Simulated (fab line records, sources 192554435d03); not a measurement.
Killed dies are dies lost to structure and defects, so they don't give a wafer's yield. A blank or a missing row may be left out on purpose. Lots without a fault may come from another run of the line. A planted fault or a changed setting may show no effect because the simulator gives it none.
fab line records | flow n5_finfet
record lots=24 wafers=72 last_day=17
route steps=1938 shown BEOL_M0_SAQP@695 BEOL_M0_CUTY@709 BEOL_M0@730
lots that met no fault: from a run of the same line without faults
start_h: hours from the record's first day to the start of the lot's first wafer shown | wait_h: hours since the lot's step before | " the same as in the row above | L1.1+2: a row that stands for several wafers | - no value, or no start given | * or withheld: withheld | < > ~ a bound
route shown NAME@n: a module of which the file shows steps, and the number in the route of the first | usual: mean/standard deviation of fault-free wafers | same: alike in all rows | chamber/n: place in a boat | sites: the reading at each site | _std_site: their standard deviation | _edge_site: outer sites' mean less inner sites' | radius_mm: how far each site lies from the wafer's centre | mask NAME#n: copy n | behind: the tool/chamber that last shaped the wafer | hold: why the lot was held/for how many hours/how that ended | device: the transistor (n, p or np) that didn't switch | end of line: the same wafers' tests at the end of the route | a step without rows: its recipe alone | killed: dies lost to structure and defects at the first sort, not the wafer's yield | map: a wafer's dies, x killed, . not, _ none there
set.NAME: the setting as run; set.NAME@STEP: as run at that earlier step | model.NAME: the simulator's own value behind a step, which no gauge read
steps of the route over a sample of lots; a table a step, a row a wafer
services: from which hour (start_h, from the record's first day; less than 0 if before it) a tool's chamber was out of use, for how many hours, and why
## steps
# step N5_BEOL_M0_SAQP_CUT_ETCH_46
# recipe chemistry=N2/H2 target=SOC target_depth_a=1350 overetch_a=270 temp_c=40 time_s=202.5 ion_energy_ev=200 mask_material=SiARC pressure_mtorr=30 source_w=840 bias_w=150 n2_flow_sccm=200 h2_flow_sccm=200
# usual drypump_motor_current_A=5.6/0.4 rf_vpp_V=524.2/2.8 showerhead_plenum_p_Torr=2.56/0.11 throttle_valve_pct=17.72/0.2
# columns lot.wafer tool chamber start_h wait_h drypump_motor_current_A rf_hours_counter_h rf_vpp_V showerhead_plenum_p_Torr throttle_valve_pct
L074.1 rie_diel-06 2 111.99 0.0 5.4 67 527.8 2.68 17.62
L074.2 " 3 " " 5.9 116 518.0 2.34 17.38
L074.4 " 3 " " 5.9 - 519.5 2.34 17.35
L075.3 rie_diel-05 2 126.59 0.0 5.1 51 527.8 2.71 17.66
L075.4 " 0 " " 6.1 53 525.1 2.59 17.66
L075.6 " 0 " " 6.0 - 524.8 2.59 17.69
L076.1 rie_diel-02 0 127.81 0.0 5.0 153 523.6 2.52 17.61
L076.2 " 1 " " 6.0 128 520.9 2.43 17.39
L076.4 " 3 " " 5.5 135 527.5 2.67 18.00
L077.1 rie_diel-05 1 132.60 0.0 5.8 24 525.6 2.62 18.05
L077.2 " 2 " " 5.1 54 528.7 2.71 17.70
L077.5 " 3 " " 5.2 - 526.1 2.62 17.89
L078.2 rie_diel-05 0 135.54 0.0 6.1 56 525.0 2.59 17.67
L078.3 " 3 " " 5.1 32 525.7 2.62 17.86
L078.5 " 0 " " 6.1 - 525.5 2.59 17.67
L079.1 rie_diel-05 2 140.43 0.0 5.1 56 527.8 2.70 17.68
L079.2 " 3 " " 5.2 34 525.5 2.62 17.87
L079.6 " 1 " " 5.9 - 525.1 2.62 18.02
L080.1 rie_diel-02 0 149.82 0.0 5.0 161 522.6 2.52 17.62
L080.2 " 3 " " 5.5 140 527.0 2.67 18.02
L080.4 " 1 " " 6.0 137 521.3 2.43 17.40
L081.2 rie_diel-06 2 153.80 0.0 5.4 84 528.6 2.68 17.64
L081.3 " 1 " " 4.7 227 523.7 2.50 17.78
L081.6 " 1 " " 4.7 - 523.3 2.49 17.74
L082.1 rie_diel-05 3 161.25 0.0 5.2 40 525.1 2.61 17.87
L082.2 " 0 " " 6.0 64 524.2 2.59 17.68
L082.6 " 3 " " 5.2 - 524.4 2.61 17.88
L083.1 rie_diel-06 2 166.57 0.0 5.4 87 527.5 2.68 17.68
L083.2 " 0 " " 5.7 11 524.8 2.60 17.49
L083.5 " 2 " " 5.4 - 527.4 2.68 17.65
L084.2 rie_diel-02 2 173.91 0.0 5.9 199 522.5 2.51 17.89
L084.4 " 0 " " 5.0 169 524.5 2.51 17.63
L084.5 " 1 " " 6.0 - 519.9 2.42 17.45
L085.1 rie_diel-05 2 182.38 0.0 5.1 68 527.4 2.70 17.73
L085.3 " 1 " " 5.9 39 526.0 2.61 18.06
L085.5 " 0 " " 6.1 - 524.8 2.59 17.70
L086.1 rie_diel-05 2 186.89 0.0 5.1 69 526.7 2.70 17.71
L086.4 " 1 " " 5.9 40 526.9 2.61 18.05
L086.5 " 0 " " 6.0 - 524.5 2.59 17.74
L087.1 rie_diel-06 3 189.97 0.0 5.9 142 517.6 2.33 17.41
L087.4 " 1 " " 4.7 235 522.5 2.49 17.77
L087.5 " 3 " " 5.9 - 517.2 2.33 17.41
L088.1 rie_diel-02 1 197.23 0.0 6.0 152 521.8 2.42 17.44
L088.3 " 3 " " 5.5 154 525.8 2.66 18.03
L088.6 " 0 " " 5.0 - 522.6 2.51 17.64
L089.3 rie_diel-02 1 205.89 0.0 6.0 154 520.8 2.42 17.44
L089.4 " 2 " " 5.9 208 523.7 2.51 17.92
L089.6 " 1 " " 6.0 - 521.5 2.42 17.45
L090.4 rie_diel-02 1 210.47 0.0 6.0 156 520.8 2.42 17.43
L090.5 " 2 " " 5.9 - 523.5 2.50 17.91
L090.6 " 1 " " 6.0 - 520.1 2.42 17.48
L091.2 rie_diel-02 2 213.01 0.0 5.9 210 521.8 2.50 17.92
L091.3 " 3 " " 5.4 159 526.0 2.66 18.04
L091.5 " 3 " " 5.5 - 527.8 2.66 18.03
L092.2 rie_diel-02 1 218.00 0.0 6.1 159 519.6 2.42 17.45
L092.4 " 3 " " 5.5 160 527.3 2.66 18.04
L092.5 " 3 " " 5.4 - 526.9 2.66 18.03
L093.1 rie_diel-05 1 225.71 0.0 5.8 53 525.5 2.60 18.09
L093.5 " 3 " " 5.2 - 525.7 2.60 17.91
L093.6 " 2 " " 5.1 - 527.8 2.69 17.73
L094.2 rie_diel-06 3 239.56 0.0 5.9 157 518.6 2.32 17.43
L094.4 " 0 " " 5.7 - 527.1 2.59 17.53
L094.6 " 3 " " 5.9 - 519.0 2.32 17.42
L095.1 rie_diel-06 0 240.29 0.0 5.7 32 524.6 2.59 17.52
L095.3 " 2 " " 5.4 109 527.0 2.67 17.70
L095.5 " 2 " " 5.4 - 527.8 2.67 17.69
L097.2 rie_diel-02 2 252.37 0.0 5.9 222 522.9 2.50 17.94
L097.3 " 1 " " 6.0 168 521.0 2.41 17.48
L097.4 " 3 " " 5.5 171 526.7 2.65 18.05
L096.2 rie_diel-06 2 252.89 0.0 5.4 114 527.6 2.66 17.71
L096.4 " 3 " " 5.9 - 518.0 2.32 17.43
L096.6 " 2 " " 5.4 - 526.3 2.66 17.69
# step N5_BEOL_M0_SAQP_ALD_48
# recipe material=SiO2 target_thk_a=200 temp_c=100 ald_precursor_family=BDEAS ald_co_reactant=O2-plasma pulse_time_s=1 co_reactant_pulse_time_s=1 purge_time_s=2 co_reactant_purge_time_s=2 ald_cycles=139 pressure_torr=2
# usual heater_power_w=77/7.5 precursor_pulse_height_rel=1.000/0.021
# columns lot.wafer tool chamber start_h wait_h heater_power_w precursor_pulse_height_rel
L074.1 ald_sin-03 0 112.19 0.0 73 1.021
L074.2 " 3 " " 87 1.032
L074.4 " 2 " " 71 0.994
L075.3 ald_sin-01 3 126.89 0.1 73 0.968
L075.4 " 2 " " 79 0.970
L075.6 " 2 " " 80 0.995
L076.1 ald_sin-01 1 128.01 0.0 70 1.026
L076.2 " 0 " " 90 1.003
L076.4 " 2 " " 81 1.004
L077.1 ald_sin-01 1 133.48 0.7 72 1.007
L077.2 " 2 " " 79 0.982
L077.5 " 0 " " 89 0.971
L078.2 ald_sin-01 2 135.74 0.0 79 0.997
L078.3 " 3 " " 72 1.006
L078.5 " 3 " " 74 1.012
L079.1 ald_sin-01 3 140.63 0.0 74 1.015
L079.2 " 1 " " 70 1.010
L079.6 " 0 " " 91 1.012
L080.1 ald_sin-02 2 150.16 0.2 71 1.045
L080.2 " 0 " " 71 0.996
L080.4 " 3 " " 67 0.983
L081.2 ald_sin-03 2 154.00 0.0 72 1.018
L081.3 " 3 " " 88 1.024
L081.6 " 2 " " 73 0.978
L082.1 ald_sin-01 1 161.69 0.3 70 1.000
L082.2 " 0 " " 92 1.003
L082.6 " 3 " " 73 0.987
L083.1 ald_sin-02 3 166.77 0.0 66 0.991
L083.2 " 0 " " 72 0.966
L083.5 " 3 " " 66 0.985
L084.2 ald_sin-03 1 174.25 0.2 74 1.019
L084.4 " 0 " " 73 0.980
L084.5 " 0 " " 74 0.995
L085.1 ald_sin-03 3 183.73 1.2 89 1.024
L085.3 " 1 " " 75 1.000
L085.5 " 1 " " 74 1.022
L086.1 ald_sin-03 1 187.35 0.3 74 0.986
L086.4 " 2 " " 74 1.019
L086.5 " 2 " " 74 1.018
L087.1 ald_sin-01 0 190.50 0.4 92 0.960
L087.4 " 1 " " 69 1.002
L087.5 " 2 " " 80 1.002
L088.1 ald_sin-01 3 197.43 0.0 72 1.023
L088.3 " 2 " " 80 0.954
L088.6 " 2 " " 80 1.002
L089.3 ald_sin-03 2 206.09 0.0 74 1.023
L089.4 " 1 " " 75 1.001
L089.6 " 1 " " 75 0.994
L090.4 ald_sin-02 0 210.86 0.2 69 1.010
L090.5 " 3 " " 64 0.963
L090.6 " 2 " " 73 1.000
L091.2 ald_sin-03 0 213.21 0.0 71 1.030
L091.3 " 2 " " 73 1.027
L091.5 " 0 " " 76 0.978
L092.2 ald_sin-03 2 218.20 0.0 73 1.001
L092.4 " 0 " " 73 0.984
L092.5 " 3 " " 89 1.031
L093.1 ald_sin-03 3 225.91 0.0 86 1.028
L093.5 " 0 " " 73 0.990
L093.6 " 3 " " 88 0.981
L094.2 ald_sin-01 0 239.76 0.0 93 1.005
L094.4 " 3 " " 74 0.986
L094.6 " 1 " " 70 0.995
L095.1 ald_sin-01 0 240.75 0.3 92 0.998
L095.3 " 3 " " 74 0.989
L095.5 " 2 " " 78 1.014
L097.2 ald_sin-01 0 252.61 0.1 91 0.955
L097.3 " 3 " " 74 0.999
L097.4 " 1 " " 71 1.012
L096.2 ald_sin-01 0 253.12 0.1 93 1.002
L096.4 " 1 " " 72 1.003
L096.6 " 3 " " 73 1.022
# step N5_BEOL_M0_SAQP_ETCH_49
# recipe chemistry=CF4/O2 target_depth_a=370 target=SiO2 pressure_mtorr=40 source_w=535 bias_w=49 Ar_flow_sccm=100 cf4_flow_sccm=100 O2_flow_sccm=10 ion_energy_ev=100
# usual drypump_motor_current_A=5.5/0.42 oes_product_au=0.79/0.074 rf_vpp_V=236/7.9 showerhead_plenum_p_Torr=2.21/0.07 throttle_valve_pct=15.74/0.14
# columns lot.wafer tool chamber start_h wait_h drypump_motor_current_A oes_product_au rf_hours_counter_h rf_vpp_V showerhead_plenum_p_Torr throttle_valve_pct
L074.1 rie_diel-05 3 112.72 0.3 5.2 0.90 25 245 2.24 15.61
L074.2 " 2 " " 5.1 0.87 47 248 2.31 15.53
L074.4 " 1 " " 5.9 0.93 18 235 2.26 15.74
L075.3 rie_diel-05 1 127.41 0.3 5.9 0.92 22 236 2.26 15.75
L075.4 " 0 " " 6.0 0.85 53 243 2.22 15.64
L075.6 " 1 " " 5.9 0.91 - 234 2.26 15.74
L076.1 rie_diel-06 1 128.61 0.3 4.7 0.69 217 226 2.19 16.01
L076.2 " 3 " " 5.9 0.81 124 229 2.05 15.55
L076.4 " 2 " " 5.4 0.83 - 234 2.32 15.67
L077.1 rie_diel-02 1 134.00 0.3 6.0 0.80 131 228 2.13 15.59
L077.2 " 2 " " 5.9 0.74 186 229 2.17 15.84
L077.5 " 1 " " 6.0 0.80 - 228 2.13 15.59
L078.2 rie_diel-02 1 136.26 0.3 6.0 0.80 132 227 2.13 15.59
L078.3 " 0 " " 5.1 0.75 156 247 2.21 15.82
L078.5 " 2 " " 5.9 0.74 - 230 2.17 15.87
L079.1 rie_diel-02 2 141.22 0.3 5.9 0.74 189 231 2.16 15.84
L079.2 " 0 " " 5.1 0.75 159 247 2.21 15.83
L079.6 " 2 " " 5.9 0.74 - 228 2.16 15.85
L080.1 rie_diel-06 2 150.82 0.4 5.4 0.83 82 235 2.32 15.70
L080.2 " 1 " " 4.7 0.68 225 227 2.18 16.03
L080.4 " 3 " " 5.9 0.80 131 228 2.05 15.58
L081.2 rie_diel-05 2 154.53 0.3 5.1 0.86 61 245 2.31 15.55
L081.3 " 0 " " 6.0 0.83 62 244 2.22 15.67
L081.6 " 0 " " 6.1 0.84 - 242 2.22 15.69
L082.1 rie_diel-02 3 162.22 0.3 5.5 0.75 144 232 2.28 15.78
L082.2 " 0 " " 5.0 0.74 165 247 2.20 15.84
L082.6 " 3 " " 5.5 0.74 - 232 2.28 15.79
L083.1 rie_diel-02 3 167.30 0.3 5.5 0.74 146 233 2.28 15.80
L083.2 " 0 " " 5.1 0.73 167 248 2.20 15.85
L083.5 " 1 " " 6.0 0.78 - 228 2.13 15.61
L084.2 rie_diel-05 1 174.78 0.3 5.8 0.89 37 235 2.26 15.78
L084.4 " 0 " " 6.1 0.83 68 242 2.22 15.69
L084.5 " 1 " " 5.8 0.88 - 233 2.26 15.78
L085.1 rie_diel-05 2 184.26 0.3 5.1 0.85 69 246 2.31 15.57
L085.3 " 3 " " 5.2 0.85 46 246 2.23 15.62
L085.5 " 3 " " 5.2 0.84 - 244 2.23 15.62
L086.1 rie_diel-02 0 188.18 0.6 5.0 0.74 173 248 2.20 15.85
L086.4 " 3 " " 5.5 0.74 152 232 2.28 15.82
L086.5 " 3 " " 5.5 0.74 - 234 2.28 15.80
L087.1 rie_diel-06 1 191.08 0.3 4.7 0.67 236 228 2.18 16.04
L087.4 " 3 " " 5.9 0.78 142 229 2.05 15.59
L087.5 " 0 " " 5.7 0.93 - 244 2.25 15.57
L088.1 rie_diel-06 1 197.96 0.3 4.7 0.67 238 226 2.18 16.06
L088.3 " 2 " " 5.4 0.81 95 234 2.31 15.71
L088.6 " 1 " " 4.7 0.68 - 227 2.18 16.05
L089.3 rie_diel-06 1 206.75 0.4 4.7 0.67 240 226 2.18 16.04
L089.4 " 0 " " 5.7 0.91 22 246 2.25 15.60
L089.6 " 0 " " 5.6 0.93 - 245 2.25 15.60
L090.4 rie_diel-05 0 211.51 0.4 6.1 0.82 - 242 2.21 15.71
L090.5 " 1 " " 5.8 0.87 - 233 2.25 15.81
L090.6 " 3 " " 5.2 0.84 - 246 2.23 15.64
L091.2 rie_diel-06 2 213.74 0.3 5.4 0.82 101 233 2.31 15.72
L091.3 " 1 " " 4.7 0.68 242 227 2.18 16.04
L091.5 " 3 " " 5.9 0.79 - 228 2.05 15.59
L092.2 rie_diel-02 3 218.82 0.4 5.5 0.74 161 233 2.28 15.83
L092.4 " 0 " " 5.0 0.73 183 248 2.20 15.89
L092.5 " 2 " " 5.9 0.72 - 230 2.16 15.89
L093.1 rie_diel-02 2 226.44 0.3 5.9 0.72 214 230 2.16 15.89
L093.5 " 3 " " 5.5 0.73 - 233 2.28 15.84
L093.6 " 2 " " 5.9 0.72 - 230 2.16 15.89
L094.2 rie_diel-02 0 240.28 0.3 5.0 0.72 188 248 2.20 15.89
L094.4 " 1 " " 6.0 0.76 164 227 2.12 15.65
L094.6 " 1 " " 6.0 0.77 - 227 2.12 15.66
L095.1 rie_diel-02 1 241.28 0.3 6.0 0.76 164 228 2.12 15.67
L095.3 " 0 " " 5.0 0.72 188 248 2.20 15.89
L095.5 " 0 " " 5.0 0.72 - 248 2.20 15.89
L097.2 rie_diel-02 2 253.15 0.3 5.9 0.72 222 231 2.15 15.92
L097.3 " 0 " " 5.1 0.73 192 248 2.19 15.89
L097.4 " 3 " " 5.5 0.73 171 233 2.27 15.84
L096.2 rie_diel-06 0 253.83 0.5 5.7 0.91 38 244 2.25 15.62
L096.4 " 2 " " 5.4 0.80 - 234 2.30 15.75
L096.6 " 3 " " 5.9 0.77 - 227 2.04 15.62
# step N5_BEOL_M0_CUTY_OVL_MEAS_58
# recipe points_per_wafer=44
# usual M0_ABLK_OVL=0.0/0.72
# same points_per_wafer=44
# columns lot.wafer tool chamber start_h wait_h M0_ABLK_OVL[nm]
L074.1 overlay-01 0 113.11 0.0 1.4
L074.2 " 0 " " -0.4
L074.4 " 0 " " 0.3
L075.3 overlay-01 0 127.81 0.0 -0.1
L075.4 " 0 " " 0.0
L075.6 " 0 " " -0.6
L076.1 overlay-02 0 129.13 0.0 -0.8
L076.2 " 0 " " 0.3
L076.4 " 0 " " -0.6
L077.1 overlay-02 0 134.40 0.0 0.6
L077.2 " 0 " " -0.8
L077.5 " 0 " " -0.3
L078.2 overlay-02 0 137.74 0.0 0.8
L078.3 " 0 " " -0.8
L078.5 " 0 " " 0.1
L079.1 overlay-01 0 141.62 0.0 0.1
L079.2 " 0 " " -0.4
L079.6 " 0 " " 0.4
L080.1 overlay-01 0 151.22 0.0 0.3
L080.2 " 0 " " -1.4
L080.4 " 0 " " -0.7
L081.2 overlay-01 0 155.05 0.0 0.1
L081.3 " 0 " " 0.1
L081.6 " 0 " " -0.1
L082.1 overlay-02 0 162.74 0.0 0.5
L082.2 " 0 " " -0.4
L082.6 " 0 " " -0.3
L083.1 overlay-01 0 167.82 0.0 -0.1
L083.2 " 0 " " -0.7
L083.5 " 0 " " 0.0
L084.2 overlay-01 0 175.18 0.0 -1.4
L084.4 " 0 " " -0.3
L084.5 " 0 " " -0.3
L085.1 overlay-01 0 184.78 0.0 0.2
L085.3 " 0 " " -0.4
L085.5 " 0 " " 0.2
L086.1 overlay-02 0 188.70 0.0 2.0
L086.4 " 0 " " 0.7
L086.5 " 0 " " 1.1
L087.1 overlay-02 0 191.61 0.0 0.3
L087.4 " 0 " " 0.4
L087.5 " 0 " " 0.5
L088.1 overlay-01 0 198.48 0.0 0.4
L088.3 " 0 " " 1.2
L088.6 " 0 " " 0.4
L089.3 overlay-02 0 207.28 0.0 0.3
L089.4 " 0 " " 1.1
L089.6 " 0 " " -0.3
L090.4 overlay-01 0 211.98 0.0 -1.0
L090.5 " 0 " " 0.1
L090.6 " 0 " " -0.5
L091.2 overlay-02 0 214.26 0.0 -1.0
L091.3 " 0 " " 0.3
L091.5 " 0 " " -0.1
L092.2 overlay-01 0 219.34 0.0 0.5
L092.4 " 0 " " 0.6
L092.5 " 0 " " 1.3
L093.1 overlay-01 0 226.84 0.0 0.5
L093.5 " 0 " " 0.8
L093.6 " 0 " " 0.1
L094.2 overlay-02 0 240.81 0.0 0.7
L094.4 " 0 " " -0.2
L094.6 " 0 " " 0.0
L095.1 overlay-02 0 241.67 0.0 1.2
L095.3 " 0 " " 0.8
L095.5 " 0 " " 0.9
L097.2 overlay-02 0 253.68 0.0 -0.5
L097.3 " 0 " " 0.0
L097.4 " 0 " " 0.0
L096.2 overlay-01 0 254.35 0.0 0.1
L096.4 " 0 " " 1.9
L096.6 " 0 " " 1.5
# step N5_BEOL_M0_PRE_CLEAN_113
# recipe gas=H2/He time_s=30 temp_c=250
# usual heater_power_w=325/45
# columns lot.wafer tool chamber start_h wait_h heater_power_w
L074.1 pvd_sputter-02 - 116.37 0.0 285
L074.2 " - " " 279
L074.4 " - " " 291
L075.3 pvd_sputter-01 - 129.21 0.0 365
L075.4 " - " " 302
L075.6 " - " " 302
L076.1 pvd_sputter-03 - 133.49 0.0 309
L076.2 " - " " 425
L076.4 " - " " 346
L077.1 pvd_sputter-01 - 137.59 0.0 360
L077.2 " - " " 289
L077.5 " - " " 352
L078.2 pvd_sputter-03 - 141.61 0.0 341
L078.3 " - " " 306
L078.5 " - " " 292
L079.1 pvd_sputter-02 - 146.72 0.0 272
L079.2 " - " " 356
L079.6 " - " " 284
L080.1 pvd_sputter-03 - 153.06 0.0 300
L080.2 " - " " 432
L080.4 " - " " 309
L081.2 pvd_sputter-03 - 159.24 0.0 426
L081.3 " - " " 292
L081.6 " - " " 342
L082.1 pvd_sputter-02 - 165.20 0.0 282
L082.2 " - " " 290
L082.6 " - " " 275
L083.1 pvd_sputter-02 - 170.04 0.0 293
L083.2 " - " " 289
L083.5 " - " " 288
L084.2 pvd_sputter-02 - 177.47 0.0 361
L084.4 " - " " 294
L084.5 " - " " 358
L085.1 pvd_sputter-01 - 191.76 0.0 350
L085.3 " - " " 363
L085.5 " - " " 337
L086.1 pvd_sputter-03 - 194.80 0.0 349
L086.4 " - " " 309
L086.5 " - " " 421
L087.1 pvd_sputter-01 - 196.02 0.0 290
L087.4 " - " " 357
L087.5 " - " " 369
L088.1 pvd_sputter-03 - 203.44 0.0 303
L088.3 " - " " 440
L088.6 " - " " 420
L089.3 pvd_sputter-03 - 210.42 0.0 425
L089.4 " - " " 302
L089.6 " - " " 307
L090.4 pvd_sputter-03 - 218.68 0.0 427
L090.5 " - " " 308
L090.6 " - " " 416
L091.2 pvd_sputter-03 - 218.76 0.0 302
L091.3 " - " " 312
L091.5 " - " " 346
L092.2 pvd_sputter-03 - 223.44 0.0 308
L092.4 " - " " 440
L092.5 " - " " 300
L093.1 pvd_sputter-03 - 230.71 0.0 304
L093.5 " - " " 428
L093.6 " - " " 299
L094.2 pvd_sputter-02 - 244.86 0.0 274
L094.4 " - " " 285
L094.6 " - " " 285
L095.1 pvd_sputter-02 - 244.98 0.0 356
L095.3 " - " " 287
L095.5 " - " " 279
L097.2 pvd_sputter-02 - 255.31 0.0 290
L097.3 " - " " 279
L097.4 " - " " 283
L096.2 pvd_sputter-01 - 256.60 0.0 302
L096.4 " - " " 365
L096.6 " - " " 302
# step N5_BEOL_M0_CO_CAP_123
# recipe material=Co target_thk_a=20 temp_c=200 precursor=CCTBA/H2 pressure_torr=30 time_s=102.1
# usual heater_power_w=228/16
# columns lot.wafer tool chamber start_h wait_h heater_power_w
L074.1 cvd_co-01 0 118.25 0.0 212
L074.2 " 2 " " 217
L074.4 " 0 " " 211
L075.3 cvd_co-02 2 131.65 0.1 241
L075.4 " 1 " " 208
L075.6 " 1 " " 209
L076.1 cvd_co-01 0 135.47 0.0 207
L076.2 " 2 " " 218
L076.4 " 2 " " 219
L077.1 cvd_co-02 0 141.00 0.0 249
L077.2 " 2 " " 242
L077.5 " 0 " " 251
L078.2 cvd_co-02 0 144.76 0.0 254
L078.3 " 2 " " 243
L078.5 " 1 " " 204
L079.1 cvd_co-02 2 148.60 0.0 246
L079.2 " 0 " " 254
L079.6 " 1 " " 214
L080.1 cvd_co-01 0 155.97 0.0 211
L080.2 " 2 " " 220
L080.4 " 2 " " 221
L081.2 cvd_co-02 1 161.65 0.0 209
L081.3 " 2 " " 237
L081.6 " 0 " " 255
L082.1 cvd_co-02 1 166.90 0.0 209
L082.2 " 0 " " 260
L082.6 " 1 " " 212
L083.1 cvd_co-01 0 172.45 0.0 211
L083.2 " 2 " " 217
L083.5 " 0 " " 213
L084.2 cvd_co-02 1 180.09 0.0 215
L084.4 " 2 " " 240
L084.5 " 2 " " 240
L085.1 cvd_co-02 1 193.44 0.0 210
L085.3 " 2 " " 250
L085.5 " 2 " " 234
L086.1 cvd_co-01 0 196.94 0.0 210
L086.4 " 2 " " 216
L086.5 " 1 " " 237
L087.1 cvd_co-01 1 198.30 0.0 237
L087.4 " 1 " " 235
L087.5 " 2 " " 218
L088.1 cvd_co-01 1 205.16 0.0 233
L088.3 " 0 " " 208
L088.6 " 0 " " 210
L089.3 cvd_co-02 1 212.19 0.0 212
L089.4 " 2 " " 243
L089.6 " 1 " " 209
L090.4 cvd_co-02 1 220.69 0.0 213
L090.5 " 0 " " 256
L090.6 " 2 " " 238
L091.2 cvd_co-02 0 221.05 0.0 252
L091.3 " 2 " " 237
L091.5 " 2 " " 238
L092.2 cvd_co-01 2 225.37 0.0 219
L092.4 " 1 " " 229
L092.5 " 2 " " 227
L093.1 cvd_co-01 1 232.62 0.0 242
L093.5 " 1 " " 235
L093.6 " 0 " " 213
L094.2 cvd_co-02 1 248.36 0.0 216
L094.4 " 0 " " 255
L094.6 " 2 " " 247
L095.1 cvd_co-01 0 248.46 0.0 210
L095.3 " 1 " " 237
L095.5 " 0 " " 217
L097.2 cvd_co-01 0 258.25 0.0 210
L097.3 " 1 " " 235
L097.4 " 2 " " 219
L096.2 cvd_co-02 1 258.37 0.0 216
L096.4 " 1 " " 210
L096.6 " 0 " " 256
## services
# columns tool chamber start_h hours kind
rie_diel-06 0 110.30 - clean
rie_diel-06 0 110.30 - consumable_replace:focus_ring
rie_diel-06 0 110.30 20.4 scheduled_down
rie_diel-06 0 110.30 20.4 vent_cycle
cvd_co-01 1 114.76 - clean
cvd_co-01 1 114.76 22.0 scheduled_down
cvd_co-02 0 123.49 17.2 repair
rie_diel-02 3 135.96 8.7 repair
ald_sin-02 - 157.23 6.1 pm
ald_sin-02 1 167.07 5.7 repair
ald_sin-01 2 170.46 11.1 repair
cvd_co-02 0 174.69 6.3 repair
ald_sin-02 - 176.75 14.0 pm
ald_sin-01 1 193.80 28.9 repair
ald_sin-03 2 199.00 3.5 repair
rie_diel-05 2 208.68 3.8 repair
cvd_co-01 - 219.58 0.3 repair
rie_diel-05 0 221.63 2.8 repair
cvd_co-02 - 221.99 6.9 pm
ald_sin-02 1 233.05 2.1 repair
rie_diel-06 1 237.52 - clean
rie_diel-06 1 237.52 - consumable_replace:focus_ring
rie_diel-06 1 237.52 21.4 scheduled_down
rie_diel-06 1 237.52 21.4 vent_cycle
## key
fault none
